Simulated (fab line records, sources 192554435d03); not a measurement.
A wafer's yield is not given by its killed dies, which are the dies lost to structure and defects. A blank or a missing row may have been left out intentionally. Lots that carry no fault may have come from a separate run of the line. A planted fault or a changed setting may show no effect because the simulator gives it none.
fab line records -- flow n5Finfet
record: lots: 4, wafers: 12, lastDay: 19
route steps=1938 shown BEOL_M4@1103 BEOL_M5@1112 PASSIVATION@1936
lots with no fault: from the same line, run without faults
startH: the number of hours between the record's first day and the start of the first shown wafer of the lot -- waitH: time in hours since the lot's previous step -- " unchanged from the row above -- L1.1+2: several wafers, shown together as one row -- - no value, or no start was given -- * or withheld: withheld -- < > ~ a bound
route shown NAME@n: a module of which the file shows steps, and the number in the route of the first -- usual: mean and standard deviation over wafers with no fault -- same: alike in all rows -- chamber/n: place in a boat -- sites: readings site by site -- _std_site: standard deviation of those values -- _edge_site: outer sites' mean less inner sites' -- radiusMm: for every site, how far away it sits from the centre of the wafer -- mask NAME#n: copy n -- behind: the most recent tool/chamber to have shaped the wafer -- hold: why the lot went on hold/how many hours it stayed there/how the hold came to an end -- device: which transistor (n, p or np) failed to switch -- end of line: tests run on the same wafers once the route is complete -- where a step has no rows: the recipe by itself -- killed: not the wafer's yield, but the dies lost to structure and defects at the first sort -- map: the dies of a wafer, with x for killed, . for not killed, _ for no die there
set.NAME: the setting the step ran with; set.NAME@STEP: the setting that earlier step ran with -- model.NAME: the simulator's own value behind a step, which no gauge read
lots at some steps of the route; a table a step, a row a wafer
services: the hour from which a tool's chamber was out of use, counted from the record's first day as startH (under 0 if before that day), plus the number of hours and why
== steps ==
step: N5_BEOL_M4_CMP_52
recipe: stopOn: SiOC, tOverpolishS: 6.8, downForcePsi: 1, platenRpm: 50, clearingPlatenDownForcePsi: 1.5, clearingPlatenRpm: 50, postCmpClean: cuAlkaline, targetThkNm: 40, clearingPlatenPadVelocityMS: 0.99484, padVelocityMS: 0.99484
step: N5_BEOL_M4_PRE_CLEAN_60
recipe: gas: NH3/H2, timeS: 15, tempC: *, rfPowerW: 300
step: N5_BEOL_M4_CO_CAP_55
recipe: material: Co, targetThkA: 20, tempC: 200, precursor: CCTBA/H2, pressureTorr: 30, timeS: 102.1
step: N5_BEOL_M4_PRE_CLEAN_56
recipe: gas: NH3, timeS: 15, tempC: withheld, rfPowerW: 300
step: N5_BEOL_M4_DEP_57
recipe: material: SiCN, targetThkA: 80, tempC: withheld, precursor: 3MS/NH3, pressureTorr: 3, rfW: 202, timeS: 14
step: N5_BEOL_M5_ILD_DEP_00
recipe: material: SiCOH_lowk, targetThkA: 1406.4, tempC: 300, precursor: DEMS/porogen, pressureTorr: 5, rfW: 500, timeS: 25.9
step: N5_BEOL_M5_CURE_79
recipe: tempC: 385, timeS: 240, ambient: He/Ar, material: SiCOH_lowk
step: N5_BEOL_M5_PECVD_70
recipe: material: SiO2, targetThkA: 160, tempC: 400, precursor: TEOS/O2, pressureTorr: 5.5, rfW: 450, teosFlowSccm: 53.8, gas: O2, flowSccm: 3000, timeS: 18
usual: heaterPowerW: 651/54, showerheadPlenumPTorr: 8.77/0.055, susceptorTempC: 399.98/0.2, throttleValvePct: 22.6/0.73
lot.wafer,tool,chamber,startH,waitH,heaterPowerW,showerheadPlenumPTorr,susceptorTempC,throttleValvePct,model.SiO2_of_BEOL_M5_PECVD_70.thkNm
L768.1,pecvd-04,2,204.61,0.0,635,8.77,400.12,21.2,16
L768.3,pecvd-04,0,204.61,0.0,612,8.76,400.02,22.5,16.2
L768.4,pecvd-04,2,204.61,0.0,633,8.78,399.66,21.5,16.2
L783.2,pecvd-04,2,285.34,0.0,533,8.76,392.41,21.5,16.8
L783.3,pecvd-04,0,285.34,0.0,568,8.77,392.53,22.4,17.2
L783.4,pecvd-04,2,285.34,0.0,523,8.76,392.06,21.5,17.2
L786.2,pecvd-04,0,303.18,0.0,527,8.76,392.48,22.7,16.8
L786.4,pecvd-04,1,303.18,0.0,626,8.89,392.77,22.5,17
L786.6,pecvd-04,0,303.18,0.0,515,8.77,392.66,22.4,16.8
L790.1,pecvd-03,1,321.25,0.1,688,8.80,399.65,22.7,16.4
L790.4,pecvd-03,0,321.25,0.1,620,8.76,399.89,23.0,16.2
L790.5,pecvd-03,2,321.25,0.1,660,8.77,400.06,21.6,16.2
step: N5_BEOL_M5_HM_DEP_02
recipe: material: TiN, targetThkA: 200, tempC: 25, chamberPressurePa: 0.49996
step: N5_BEOL_M5_COAT_59
recipe: resist: SOC, tempC: 250, timeS: 60, spinRpm: 1500, resistThkNm: 60
step: N5_BEOL_M5_COAT_60
recipe: resist: SiARC, tempC: 220, timeS: 60, spinRpm: 1500, resistThkNm: 12
step: N5_BEOL_M5_COAT_71
recipe: resist: underlayer, tempC: 205, timeS: 60, spinRpm: 1500, resistThkNm: 5
step: N5_BEOL_M5_COAT_05
recipe: resist: CAR-EUV, spinRpm: 1500, resistThkNm: 30
step: N5_BEOL_M5_EBR_07
recipe: solvent: PGMEA, ebrWidthMm: 1.5
step: N5_BEOL_M5_SOFTBAKE_06
recipe: tempC: 110, timeS: 60, resist: CAR-EUV
step: N5_BEOL_M5_EXPOSE_08
recipe: maskId: M5, na: 0.33, sourceShape: annular, sigmaInner: 0.4, sigmaOuter: 0.8, polarization: unpolarized, targetCdNm: 28, doseMj: 35.75
step: N5_BEOL_M5_PEB_09
recipe: pebTempC: 100, pebTimeS: 60, resist: CAR-EUV
step: N5_BEOL_M5_DEVELOP_10
recipe: developTimeS: 30, developer: TMAH, resist: CAR-EUV, rinseLiquid: surfactantRinse, dry: airSpin, devTempC: 23
step: N5_BEOL_M5_DESCUM_16
recipe: chemistry: O2, timeS: 7, sourcePowerW: 50, biasPowerW: 20, pressureMtorr: 20, rfFrequencyHz: 2.712e+07, tempC: 40, resist: CAR-EUV, o2FlowSccm: 225
step: N5_BEOL_M5_ETCH_72
recipe: chemistry: N2/H2, target: underlayer, targetDepthA: 65, maskMaterial: CAR-EUV, timeS: 5.2, ionEnergyEv: 200, pressureMtorr: 30, sourceW: 840, biasW: 150, n2FlowSccm: 200, h2FlowSccm: 200, ends: cleared
step: N5_BEOL_M5_ETCH_61
recipe: chemistry: CF4, target: SiARC, targetDepthA: 156, maskMaterial: CAR-EUV, timeS: 26, ionEnergyEv: 80, pressureMtorr: 40, sourceW: 545, biasW: 36, Ar_flow_sccm: 100, cf4FlowSccm: 100, ends: cleared
step: N5_BEOL_M5_ETCH_62
recipe: chemistry: N2/H2, target: SOC, targetDepthA: 750, overetchA: 150, maskMaterial: SiARC, tempC: 40, timeS: 112.5, ionEnergyEv: 200, pressureMtorr: 30, sourceW: 840, biasW: 150, n2FlowSccm: 200, h2FlowSccm: 200
step: N5_BEOL_M5_STRIP_63
recipe: chemistry: N2/H2, tempC: 40, n2FlowSccm: 200, h2FlowSccm: 200, rfFrequencyHz: 6e+07
step: N5_BEOL_M5_STRIP_73
recipe: chemistry: N2/H2, tempC: 40, n2FlowSccm: 200, h2FlowSccm: 200, rfFrequencyHz: 6e+07
step: N5_BEOL_M5_STRIP_64
recipe: chemistry: CF4, resist: SiARC, powerW: 300, biasPowerW: 75, pressureMtorr: 50, cf4FlowSccm: 150, rfFrequencyHz: 6e+07
step: N5_BEOL_M5_HM_OPEN_17
recipe: chemistry: Cl2/BCl3, targetDepthA: 200, overetchA: 60, target: TiN, maskMaterial: SOC, ionEnergyEv: 150, pressureMtorr: 10, icpW: 1000, biasW: 126, Cl2_flow_sccm: 53.25, bcl3FlowSccm: 21.75, Ar_flow_sccm: 25
step: N5_BEOL_M5_STRIP_19
recipe: chemistry: O2, powerW: 400, tempC: 40, pressureMtorr: 30, rfFrequencyHz: 6e+07, biasPowerW: 0, overashFraction: 0.2, o2FlowSccm: 225
step: N5_BEOL_M5_COAT_65
recipe: resist: SOC, tempC: 250, timeS: 60, spinRpm: 1500, resistThkNm: 60
step: N5_BEOL_M5_COAT_66
recipe: resist: SiARC, tempC: 220, timeS: 60, spinRpm: 1500, resistThkNm: 12
step: N5_BEOL_M5_COAT_74
recipe: resist: underlayer, tempC: 205, timeS: 60, spinRpm: 1500, resistThkNm: 5
step: N5_BEOL_M5_COAT_22
recipe: resist: CAR-EUV, spinRpm: 1500, resistThkNm: 30
step: N5_BEOL_M5_EBR_24
recipe: solvent: PGMEA, ebrWidthMm: 1.5
step: N5_BEOL_M5_SOFTBAKE_23
recipe: tempC: 110, timeS: 60, resist: CAR-EUV
step: N5_BEOL_M5_HM_STRIP_39
recipe: chemistry: peroxideTinStrip, material: TiN, targetDepthA: 250, tempC: 50, timeS: 158
usual: bathHeatDutyPct: 7.3/0.88, tempC: 49.99/0.11
lot.wafer,tool,chamber,startH,waitH,bathHeatDutyPct,tempC,model.SiO2_of_BEOL_M5_PECVD_70.thkNm
L768.1,wetBench-04,0,207.97,0.0,6.8,49.85,15.8
L768.3,wetBench-04,5,207.97,0.0,8.3,49.82,16
L768.4,wetBench-04,4,207.97,0.0,7.7,49.77,16
L783.2,wetBench-01,0,292.42,0.0,6.4,49.96,16.8
L783.3,wetBench-01,4,292.42,0.0,8.5,49.84,17
L783.4,wetBench-01,3,292.42,0.0,6.7,50.01,17
L786.2,wetBench-04,7,306.33,0.0,7.9,49.98,16.6
L786.4,wetBench-04,1,306.33,0.0,7.5,49.86,16.8
L786.6,wetBench-04,0,306.33,0.0,7.4,50.02,16.6
L790.1,wetBench-04,0,324.80,0.0,7.4,49.98,16.2
L790.4,wetBench-04,2,324.80,0.0,6.3,49.96,16.2
L790.5,wetBench-04,4,324.80,0.0,8.3,49.98,16
step: N5_PASSIVATION_PROBE_49
usual: defectLimitedYield: 91.6/1.4, killed_at_M0_to_M3: 35/10, killed_at_M4_up: 13/4.8, killedAtContacts: 12/7.2, killedAtFrontEnd: 36/12, killedAtOther: 4/3.1, killedDies: 100/17, killedOnRim: 13/4.2, killedOpen: 66/13, killedShort: 32/7.3, sort_bin_5_function: 5.0/0.94, sort_bin_6_memory: 3.1/0.67, sortNPass: 1080/17, sortYieldPct: 91.6/1.4
same: grossDies: 1180, killedAtBackSide: 0, sort_bin_4_leakage[%]: 0, sort_bin_8_speed[%]: 0
lot.wafer,tool,chamber,startH,waitH,defectLimitedYield[%],killed_at_M0_to_M3,killed_at_M4_up,killedAtContacts,killedAtFrontEnd,killedAtOther,killedDies,killedOnRim,killedOpen,killedShort,sort_bin_5_function[%],sort_bin_6_memory[%],sortNPass,sortYieldPct[%]
L783.2,prober-02,-,418.19,0.1,92.6,26,8,17,34,2,87,13,49,35,4.2,3.0,1093,92.6
L783.3,prober-02,-,418.24,0.1,91.4,34,19,15,29,5,102,15,79,22,5.3,3.2,1078,91.4
L783.4,prober-02,-,418.29,0.2,92.5,22,6,9,35,17,89,12,54,31,4.7,2.4,1091,92.5
killed by level:class
L783.2 MOL_CONTACT_COAG:geometricParticle:open=14 BEOL_M2:geometricParticle:open=7 BEOL_M2:geometricParticle:short=7 DUMMY_GATE:geometricParticle:open=6 FIN_SAQP:geometricParticle:short=5 GATE_CUT:geometricParticle:open=4 BEOL_M0:geometricParticle:short=4 MOL_CONTACT_COAG:geometricParticle:short=3
L783.3 MOL_CONTACT_COAG:geometricParticle:open=14 BEOL_M1:geometricParticle:open=13 BEOL_M4:geometricParticle:open=9 BEOL_M8:geometricParticle:open=9 FIN_SAQP:geometricParticle:open=6 BEOL_M0_SAQP:geometricParticle:open=5 BEOL_M2:geometricParticle:open=4 FIN_SAQP:geometricParticle:short=3
L783.4 FIN_SAQP:geometricParticle:short=8 MOL_CONTACT_COAG:geometricParticle:open=7 BEOL_M1:geometricParticle:open=7 PAD_METAL:geometricParticle:short=6 BEOL_M2:geometricParticle:open=6 FIN_SAQP:geometricParticle:open=4 DUMMY_GATE:geometricParticle:open=4 SPACER0:geometricParticle:open=4
== services ==
tool,chamber,startH,hours,kind
pecvd-03,-,193.06,0.3,repair
pecvd-04,0,196.07,5.5,scheduledDown
pecvd-03,1,201.03,2.1,scheduledDown
pecvd-03,2,203.21,-,clean
pecvd-03,2,203.21,-,consumableReplace:showerhead
pecvd-03,2,203.21,29.0,scheduledDown
pecvd-03,2,203.21,29.0,ventCycle
pecvd-04,0,207.47,14.5,repair
pecvd-04,2,215.50,5.5,scheduledDown
pecvd-03,0,226.34,12.3,repair
pecvd-03,0,308.66,4.7,repair
== key ==
firstSign: step: N5_BEOL_M5_PECVD_70, reading: susceptorTempC, direction: down, sigmas: 37, usual: *, struck: *
effect none on later readings
modelEffect: step: N5_BEOL_M5_PECVD_70, value: SiO2_of_BEOL_M5_PECVD_70.thkNm, without: 16.2, struck: 16.97
modelEffect: step: N5_BEOL_M5_HM_STRIP_39, value: SiO2_of_BEOL_M5_PECVD_70.thkNm, without: 16.07, struck: 16.8
metAt N5_BEOL_M5_PECVD_70
struckWafers L783.2,L783.3,L783.4,L786.2,L786.4,L786.6
onsetBetween 204.61 285.34
fault: kind: processParameterDrift, tool: pecvd-04, chamber: -, onsetH: 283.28, steps: N5_BEOL_M5_PECVD_70, channel: tempC, offset: *, shape: step, endH: 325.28, actsIn: *, stated: *
